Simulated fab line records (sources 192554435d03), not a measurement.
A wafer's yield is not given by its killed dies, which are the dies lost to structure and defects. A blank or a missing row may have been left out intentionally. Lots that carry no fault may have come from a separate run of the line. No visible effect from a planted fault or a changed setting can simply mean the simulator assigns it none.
What tool caused it? + flow n5Finfet + 24 lots, 72 wafers sampled, at 3 steps of a route of 1938

WHAT EACH GAUGE READ, for each wafer
N5_WELL_APT_INSPECT_10: inspects for defects (macro). Usual: rawDefectCount at 2.3, with a standard deviation of 1.6.
| lot  | measured    | on               | rawDefectCount | flag |
|------|-------------|------------------|----------------|------|
| L074 | day 1 13:47 | defectInspect-02 | 2 3 0          |      |
| L075 | day 1 19:45 | defectInspect-02 | 1 2 3          |      |
| L076 | day 2 01:58 | defectInspect-02 | 1 1 2          |      |
| L077 | day 2 07:54 | defectInspect-01 | 2 7 1          |      |
| L078 | day 2 14:13 | defectInspect-01 | 3 4 4          |      |
| L079 | day 2 19:37 | defectInspect-01 | 5 2 1          |      |
| L080 | day 3 01:46 | defectInspect-02 | 3 1 5          |      |
| L081 | day 3 07:46 | defectInspect-02 | 7 2 2          |      |
| L082 | day 3 13:40 | defectInspect-01 | 3 3 2          |      |
| L083 | day 3 19:44 | defectInspect-02 | 4 1 0          |      |
| L084 | day 4 01:45 | defectInspect-02 | 0 1 1          |      |
| L085 | day 4 07:54 | defectInspect-01 | 4 1 3          |      |
| L086 | day 4 14:00 | defectInspect-02 | 2 2 1          |      |
| L087 | day 4 19:59 | defectInspect-02 | 0 1 0          |      |
| L088 | day 5 01:55 | defectInspect-02 | 2 4 2          |      |
| L089 | day 5 07:52 | defectInspect-01 | 2 1 4          |      |
| L090 | day 5 13:47 | defectInspect-02 | 3 2 1          |      |
| L091 | day 5 19:44 | defectInspect-02 | 1 1 3          |      |
| L092 | day 6 01:39 | defectInspect-01 | 3 3 2          |      |
| L093 | day 6 07:51 | defectInspect-02 | 1 0 5          |      |
| L094 | day 6 13:47 | defectInspect-01 | 2 1 4          |      |
| L095 | day 6 19:46 | defectInspect-01 | 2 5 6          |      |
| L096 | day 7 01:52 | defectInspect-02 | 3 2 1          |      |
| L097 | day 7 07:44 | defectInspect-02 | 1 1 4          |      |

N5_WELL_APT_INSPECT_27: inspects for defects (macro). Usual: rawDefectCount at 2.1, with a standard deviation of 1.6.
| lot  | measured    | on               | rawDefectCount | flag |
|------|-------------|------------------|----------------|------|
| L074 | day 1 15:10 | defectInspect-02 | 1 1 4          |      |
| L075 | day 1 21:15 | defectInspect-02 | 0 3 2          |      |
| L076 | day 2 03:05 | defectInspect-02 | 1 1 3          |      |
| L077 | day 2 09:28 | defectInspect-01 | 2 3 2          |      |
| L078 | day 2 15:20 | defectInspect-01 | 0 5 3          |      |
| L079 | day 2 20:50 | defectInspect-02 | 2 2 0          |      |
| L080 | day 3 02:53 | defectInspect-02 | 4 2 5          |      |
| L081 | day 3 09:02 | defectInspect-01 | 0 2 1          |      |
| L082 | day 3 15:14 | defectInspect-01 | 1 4 2          |      |
| L083 | day 3 20:53 | defectInspect-01 | 2 0 2          |      |
| L084 | day 4 03:17 | defectInspect-01 | 1 3 3          |      |
| L085 | day 4 09:23 | defectInspect-02 | 2 4 0          |      |
| L086 | day 4 15:24 | defectInspect-01 | 1 2 5          |      |
| L087 | day 4 21:23 | defectInspect-02 | 2 2 1          |      |
| L088 | day 5 03:10 | defectInspect-01 | 4 3 1          |      |
| L089 | day 5 08:59 | defectInspect-01 | 1 0 2          |      |
| L090 | day 5 15:43 | defectInspect-02 | 2 1 5          |      |
| L091 | day 5 21:12 | defectInspect-02 | 2 3 2          |      |
| L092 | day 6 03:55 | defectInspect-01 | 6 2 0          |      |
| L093 | day 6 09:58 | defectInspect-01 | 2 3 4          |      |
| L094 | day 6 15:20 | defectInspect-02 | 4 0 1          |      |
| L095 | day 6 20:54 | defectInspect-01 | 1 1 2          |      |
| L096 | day 7 03:08 | defectInspect-01 | 6 2 2          |      |
| L097 | day 7 09:13 | defectInspect-02 | 1 2 4          |      |

N5_PMOS_HMC_CHANNEL_EPI_CD_MEAS_09: target cd 237.4 nm. Usual: cdNm at 237.0 nm, with a standard deviation of 0.91.
| lot  | measured    | on       | cdNm (nm)         | flag |
|------|-------------|----------|-------------------|------|
| L074 | day 1 17:34 | cdSem-01 | 237.5 236.8 237.8 |      |
| L075 | day 1 23:45 | cdSem-02 | 236.0 237.0 237.1 |      |
| L076 | day 2 05:59 | cdSem-02 | 236.4 236.0 237.3 |      |
| L077 | day 2 11:55 | cdSem-01 | 236.4 236.0 237.4 |      |
| L078 | day 2 20:10 | cdSem-02 | 237.5 237.6 237.1 |      |
| L079 | day 2 23:28 | cdSem-03 | 237.5 237.2 237.7 |      |
| L080 | day 3 05:09 | cdSem-01 | 236.6 237.1 236.4 |      |
| L081 | day 3 11:46 | cdSem-01 | 237.9 239.7 237.4 |      |
| L082 | day 3 17:37 | cdSem-02 | 237.6 237.6 237.1 |      |
| L083 | day 4 00:08 | cdSem-01 | 236.9 236.2 237.4 |      |
| L084 | day 4 05:31 | cdSem-02 | 235.8 236.7 236.8 |      |
| L085 | day 4 12:17 | cdSem-03 | 236.6 236.5 237.7 |      |
| L086 | day 4 18:28 | cdSem-01 | 238.2 238.3 236.7 |      |
| L087 | day 4 23:49 | cdSem-03 | 235.3 235.8 236.8 |      |
| L088 | day 5 05:28 | cdSem-03 | 237.5 238.4 238.6 |      |
| L089 | day 5 11:19 | cdSem-02 | 237.2 236.6 235.8 |      |
| L090 | day 5 18:33 | cdSem-03 | 237.3 235.9 236.4 |      |
| L091 | day 5 23:35 | cdSem-03 | 235.5 236.5 235.9 |      |
| L092 | day 6 07:51 | cdSem-03 | 237.7 237.4 237.1 |      |
| L093 | day 6 13:17 | cdSem-03 | 238.3 237.4 237.9 |      |
| L094 | day 6 17:20 | cdSem-01 | 238.0 238.6 238.3 |      |
| L095 | day 6 22:53 | cdSem-02 | 235.7 236.3 236.6 |      |
| L096 | day 7 05:22 | cdSem-02 | 236.7 237.5 236.2 |      |
| L097 | day 7 11:28 | cdSem-02 | 234.6 235.7 235.5 |      |

WHAT TOOL EACH LOT RAN ON (gives the tool, then ch and the chambers of the sampled wafers, and finally the start)
No process step before these readings appears in the record.

AS READ BY THE TOOLS THEMSELVES (means over the sampled wafers that have a number; for cases with no such wafer, the mark the record gives instead)
The record holds no such reading with a usual standard deviation.

THE ANSWER, worked out from the rows above alone
Rule: take the mean of a lot's wafers that have a number; if it is more than 3 standard deviations from the usual mean, the lot is off. A lot without any number at a reading at which 4 lots or more have one is off too. Where the step has rows for the other lots, those lots are counted as sound. The gauges are gone through in route order, then the tools' own readings, and for those a lot's mean is taken as printed above. At the first step where some lot is off, the reading lying furthest off is the one used; lots without a number count as furthest.
None of the lots is off at any reading shown; this tells nothing.

WHAT THE SIMULATOR HAD INSERTED
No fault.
